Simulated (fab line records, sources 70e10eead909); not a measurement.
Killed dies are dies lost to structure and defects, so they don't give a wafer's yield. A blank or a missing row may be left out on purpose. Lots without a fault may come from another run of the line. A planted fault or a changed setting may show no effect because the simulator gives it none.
fab line records | flow nand_harc | part 2 of 2: steps 32 to 41 of 41
record lots=5 wafers=15 last_day=21
route steps=1159 shown P_STI@90 P_GATE@110
lots that met no fault: from a run of the same line without faults
start_h: hours from the record's first day to the start of the lot's first wafer shown | wait_h: hours since the lot's step before | " the same as in the row above | L1.1+2: a row that stands for several wafers | - no value, or no start given | * or withheld: withheld | < > ~ a bound
route shown NAME@n: a module of which the file shows steps, and the number in the route of the first | usual: mean/standard deviation of fault-free wafers | same: alike in all rows | chamber/n: place in a boat | sites: the reading at each site | _std_site: their standard deviation | _edge_site: outer sites' mean less inner sites' | radius_mm: how far each site lies from the wafer's centre | mask NAME#n: copy n | behind: the tool/chamber that last shaped the wafer | hold: why the lot was held/for how many hours/how that ended | device: the transistor (n, p or np) that didn't switch | end of line: the same wafers' tests at the end of the route | a step without rows: its recipe alone | killed: dies lost to structure and defects at the first sort, not the wafer's yield | map: a wafer's dies, x killed, . not, _ none there
set.NAME: the setting as run; set.NAME@STEP: as run at that earlier step | model.NAME: the simulator's own value behind a step, which no gauge read
lots at some steps of the route; a table a step, a row a wafer
services: from which hour (start_h, from the record's first day; less than 0 if before it) a tool's chamber was out of use, for how many hours, and why
## steps
# step NHARC_P_GATE_CD_MEAS_11
# recipe target_cd_nm=1640 landing_energy_ev=500
# usual cd_nm=1641.0/2.1
# columns lot.wafer tool chamber start_h wait_h cd_nm
L074.1 cd_sem-02 0 72.41 - 1640.5
L074.4 " 0 " " 1641.5
L074.6 " 0 " " 1639.1
L076.2 cd_sem-02 0 92.18 - 1639.0
L076.4 " 0 " " 1638.3
L076.5 " 0 " " 1642.7
L083.3 cd_sem-02 0 130.78 - 1640.0
L083.4 " 0 " " 1640.3
L083.5 " 0 " " 1640.5
L086.1 cd_sem-01 0 150.06 - 1642.1
L086.4 " 0 " " 1640.6
L086.6 " 0 " " 1643.8
L087.1 cd_sem-02 0 150.10 - 1642.0
L087.2 " 0 " " 1638.8
L087.3 " 0 " " 1642.7
# step NHARC_P_GATE_HARDBAKE_12
# recipe temp_c=125 time_s=80
# usual exhaust_pa=44.9/0.94 heater_power_total_W=183.9/0.77
# columns lot.wafer tool chamber start_h wait_h exhaust_pa heater_power_total_W
L074.1 litho_track-03 0 72.49 - 43.8 182.9
L074.4 " 0 " " 44.4 183.9
L074.6 " 0 " " 44.9 183.5
L076.2 litho_track-03 0 92.26 - 45.4 182.9
L076.4 " 0 " " 43.9 185.0
L076.5 " 0 " " 45.0 184.9
L083.3 litho_track-02 0 130.86 - 45.0 183.4
L083.4 " 0 " " 45.1 182.8
L083.5 " 0 " " 44.5 183.0
L086.1 litho_track-02 0 150.14 - 46.0 184.9
L086.4 " 0 " " 45.3 184.6
L086.6 " 0 " " 46.0 183.9
L087.1 litho_track-03 0 150.18 - 47.1 183.4
L087.2 " 0 " " 46.2 184.4
L087.3 " 0 " " 46.6 183.4
# step NHARC_P_GATE_DESCUM_13
# recipe time_s=3 o2_flow_sccm=200 ar_flow_sccm=0 bias_power_w=0 chemistry=O2
# usual drypump_motor_current_A=5.9/0.59 oes_product_au=0.999/0.014 rf_vpp_V=57.7/0.85 showerhead_plenum_p_Torr=1.90/0.091 throttle_valve_pct=11.311/0.0098
# same bias_power_w=0
# columns lot.wafer tool chamber start_h wait_h drypump_motor_current_A oes_product_au rf_hours_counter_h rf_vpp_V showerhead_plenum_p_Torr throttle_valve_pct
L074.4 rie_diel-13 3 72.57 - 6.3 1.028 51 58.5 2.02 11.302
L074.1 " 0 " " 5.5 1.032 48 57.1 1.77 11.323
L074.6 " 3 " " 6.3 1.024 - 57.3 2.02 11.310
L076.2 rie_diel-11 2 92.36 - 4.8 0.972 13 58.3 1.87 11.312
L076.4 " 3 " " 6.3 1.014 13 57.6 1.88 11.323
L076.5 " 0 " " 5.9 0.986 - 58.1 2.04 11.318
L083.4 rie_diel-12 2 130.96 - 6.2 0.995 33 57.6 1.81 11.320
L083.3 " 3 " " 6.0 1.006 36 56.9 1.81 11.334
L083.5 " 1 " " 6.0 0.998 - 58.0 1.86 11.316
L086.4 rie_diel-11 3 150.22 - 6.3 1.012 24 56.7 1.88 11.315
L086.1 " 2 " " 4.8 0.997 22 58.1 1.86 11.302
L086.6 " 3 " " 6.3 1.007 - 58.8 1.88 11.320
L087.1 rie_diel-13 3 150.27 - 6.3 1.011 17 57.5 2.02 11.311
L087.2 " 0 " " 5.5 1.023 16 58.7 2.07 11.304
L087.3 " 1 " " 5.3 0.975 15 56.9 2.01 11.314
# step NHARC_P_GATE_ETCH_14
# recipe target_depth_a=488 chemistry=dHF material=SiO2
# columns lot.wafer tool chamber start_h wait_h
L074.6+1+4 wet_bench-09 2,5,6 72.71 0.1
L076.2+5+4 wet_bench-03 1,3,6 92.47 0.1
L083.4+3+5 wet_bench-09 1,2,3 131.09 0.1
L086.4+1+6 wet_bench-09 6,7,1 150.36 0.1
L087.1+3+2 wet_bench-01 5,0,2 150.40 0.1
# step NHARC_P_GATE_STRIP_15
# recipe time_s=780 temp_c=130 chemistry=SPM
# columns lot.wafer tool chamber start_h wait_h
L074.6+1+4 wet_bench-09 2,5,6 72.75 0.0
L076.2+5+4 wet_bench-03 1,3,6 92.51 0.0
L083.4+3+5 wet_bench-09 1,2,3 131.13 0.0
L086.4+1+6 wet_bench-09 6,7,1 150.40 0.0
L087.1+3+2 wet_bench-01 5,0,2 150.43 0.0
# step NHARC_P_GATE_PRECLEAN_71
# recipe time_s=* temp_c=50 bath_age_min=0 chemistry=SC1
# columns lot.wafer tool chamber start_h wait_h
L074.6+1+4 wet_bench-09 2,5,6 - -
L076.2+5+4 wet_bench-03 1,3,6 - -
L083.4+3+5 wet_bench-09 1,2,3 - -
L086.4+1+6 wet_bench-09 6,7,1 - -
L087.1+3+2 wet_bench-01 5,0,2 - -
# step NHARC_P_GATE_SRD_72
# columns lot.wafer tool chamber start_h wait_h
L074.6+1+4 wet_bench-09 2,5,6 - -
L076.2+5+4 wet_bench-03 1,3,6 - -
L083.4+3+5 wet_bench-09 1,2,3 - -
L086.4+1+6 wet_bench-09 6,7,1 - -
L087.1+3+2 wet_bench-01 5,0,2 - -
# step NHARC_P_GATE_OXIDE_16
# recipe target_thk_a=30 temp_c=875 ox_time_s=392 material=SiO2
# usual spike_tc_bottom_C=892/3.5 zone_power_top_pct=30.9/2.6
# columns lot.wafer tool chamber start_h wait_h spike_tc_bottom_C zone_power_top_pct
L074.1 furnace-07 0 78.76 - 889 29.5
L074.4 " 0 " " 890 30.2
L074.6 " 0 " " 890 29.5
L076.2 furnace-03 0 95.86 - 899 28.3
L076.4 " 0 " " 897 28.9
L076.5 " 0 " " 896 28.2
L083.3 furnace-08 0 134.46 - 892 35.0
L083.4 " 0 " " 892 35.1
L083.5 " 0 " " 893 35.2
L086.1 furnace-07 0 154.72 - 890 29.6
L086.4 " 0 " " 890 29.6
L086.6 " 0 " " 889 29.6
L087.1 furnace-07 0 154.72 - 892 29.6
L087.2 " 0 " " 892 29.2
L087.3 " 0 " " 892 29.9
# step NHARC_P_GATE_CVD_17
# recipe target_thk_a=1500 temp_c=620 time_s=900 material=poly-Si
# usual spike_tc_bottom_C=641.0/1.6 zone_power_top_pct=17.6/1.6
# columns lot.wafer tool chamber start_h wait_h spike_tc_bottom_C zone_power_top_pct
L074.1 lpcvd_poly-01 0 84.79 2.5 640.8 18.4
L074.4 " 0 " " 643.4 18.2
L074.6 " 0 " " 642.1 18.5
L076.2 lpcvd_poly-01 0 101.93 2.5 642.6 18.6
L076.4 " 0 " " 642.7 18.4
L076.5 " 0 " " 642.2 18.2
L083.3 lpcvd_poly-01 0 140.49 2.5 642.3 18.4
L083.4 " 0 " " 641.9 18.1
L083.5 " 0 " " 642.4 18.6
L086.1 lpcvd_poly-01 0 160.85 2.5 642.3 18.6
L086.4 " 0 " " 642.0 18.0
L086.6 " 0 " " 642.7 18.3
L087.1 lpcvd_poly-01 0 160.85 2.5 641.9 18.2
L087.2 " 0 " " 641.1 18.6
L087.3 " 0 " " 643.7 18.4
# step NHARC_P_GATE_HM_DEP_102
# recipe target_thk_a=1200 temp_c=400 material=aC
# usual susceptor_temp_C=400.05/0.23 throttle_valve_pct=35.000/0.0086
# columns lot.wafer tool chamber start_h wait_h susceptor_temp_C throttle_valve_pct
L074.1 acl_dep-03 0 87.57 0.6 - 35.007
L074.4 " 0 " " - 34.995
L074.6 " 0 " " - 34.996
L076.2 acl_dep-03 0 105.27 1.1 400.14 34.981
L076.4 " 0 " " 400.02 35.005
L076.5 " 0 " " 400.04 35.012
L083.3 acl_dep-01 0 144.46 1.7 400.40 35.000
L083.4 " 0 " " 400.09 34.997
L083.5 " 0 " " 400.27 35.010
L086.1 acl_dep-03 0 164.59 1.5 - 35.015
L086.4 " 0 " " - 34.998
L086.6 " 0 " " - 35.020
L087.1 acl_dep-03 0 165.88 2.8 399.83 34.991
L087.2 " 0 " " 399.68 35.004
L087.3 " 0 " " 399.92 35.005
## services
# columns tool chamber start_h hours kind
rie_diel-11 - 12.64 9.0 pm
hdpcvd-01 - 13.28 2.3 repair
furnace-08 - 21.54 26.0 pm
rie_diel-13 0 27.83 7.0 repair
cmp-02 - 30.50 4.0 pm
wet_bench-01 - 37.60 8.0 pm
litho_track-03 - 38.00 7.0 pm
acl_dep-03 - 45.47 13.0 pm
krf_scanner-04 - 52.36 0.6 repair
litho_track-05 - 62.00 7.0 pm
rie_si-05 - 62.00 9.0 pm
wet_bench-07 - 96.00 8.0 pm
wet_bench-03 - 99.11 12.7 repair
rie_si-05 0 100.55 4.2 repair
lpcvd_poly-01 - 108.00 26.0 pm
hdpcvd-01 - 111.00 13.0 pm
cmp-02 - 111.44 2.7 repair
wet_bench-09 - 112.80 8.0 pm
cmp-02 - 119.69 4.3 repair
krf_scanner-04 - 126.00 4.0 pm
cmp-02 - 128.50 4.0 pm
wet_bench-03 - 146.40 8.0 pm
wet_bench-04 - 163.20 8.0 pm
litho_track-02 - 165.01 7.0 pm
